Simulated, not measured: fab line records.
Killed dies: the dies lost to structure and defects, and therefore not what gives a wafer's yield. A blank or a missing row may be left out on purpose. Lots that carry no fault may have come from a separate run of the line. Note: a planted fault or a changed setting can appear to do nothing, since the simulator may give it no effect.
A single fault, viewed from 2 desks | flow nand-harc | what lay behind the numbers comes last; until then each desk has only its own

AT THE METROLOGY DESK
What the gauges read for every lot (on any tool): the sampled wafers with a number, averaged. Marked OUT: a lot whose mean sits more than 4 standard deviations from the usual mean, which makes it out of limits; the brackets give that distance.
Columns: A = cd-nm at NHARC_A_M0_CD_MEAS_09, usual 80.3 nm
lot  | first seen here | A
L565 | day 18 05:44    | 80.3
L567 | day 18 14:17    | 80.3
L569 | day 18 21:08    | 81.7
L568 | day 19 12:53    | 80.7
L572 | day 19 13:19    | 81.0
L571 | day 19 23:43    | 100.0 (+28) OUT
L570 | day 20 03:38    | 96.8 (+23) OUT
L577 | day 20 13:42    | 79.2
L584 | day 22 00:28    | 80.3
L586 | day 22 19:43    | 80.1
This desk's finding: out of limits on L570, L571; first on L571, day 19 23:43 (cd-nm at NHARC_A_M0_CD_MEAS_09). Within limits: L565, L567, L569, L568, L572, L577, L584, L586.

FOR THE TOOL OWNER'S DESK: arfi-scanner-02
The tool's own readings at NHARC_A_M0_EXPOSE_06 (exposes mask A M0, target cd 80 nm): means of the sampled wafers that have a number, for each lot that ran on this tool. Marked OUT: a lot whose mean sits more than 4 standard deviations from the usual mean, which makes it out of limits; the brackets give that distance.
Columns: A = exposure-dose-mJ-cm2 at NHARC_A_M0_EXPOSE_06, usual 83.9; B = reticle-temp-C at NHARC_A_M0_EXPOSE_06, usual 22.99 C
lot  | first seen here | A               | B
L567 | day 18 14:08    | 84.5            | 22.97
L571 | day 19 23:35    | 114.7 (+44) OUT | 22.90
L570 | day 20 03:29    | 108.8 (+36) OUT | 22.99
This desk's finding: out of limits on L570, L571; first on L571, day 19 23:35 (exposure-dose-mJ-cm2 at NHARC_A_M0_EXPOSE_06). Within limits: L567.

PUT TOGETHER
The tool owner's desk had the chance to raise an alarm at day 19 23:35 on L570, L571.
An alarm was possible from the metrology desk at day 19 23:43, on L570, L571.
The lots listed all ran NHARC_A_M0_EXPOSE_06 on arfi-scanner-02.

WHAT THE SIMULATOR PUT IN
Drift in process parameters on arfi-scanner-02 at NHARC_A_M0_EXPOSE_06, starting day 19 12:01. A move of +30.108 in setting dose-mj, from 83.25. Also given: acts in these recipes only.
Lots struck among those shown: L570, L571.
Hours from the fault's start to each desk's first reading out of limits: the tool owner's desk, 12; the metrology desk, 12.
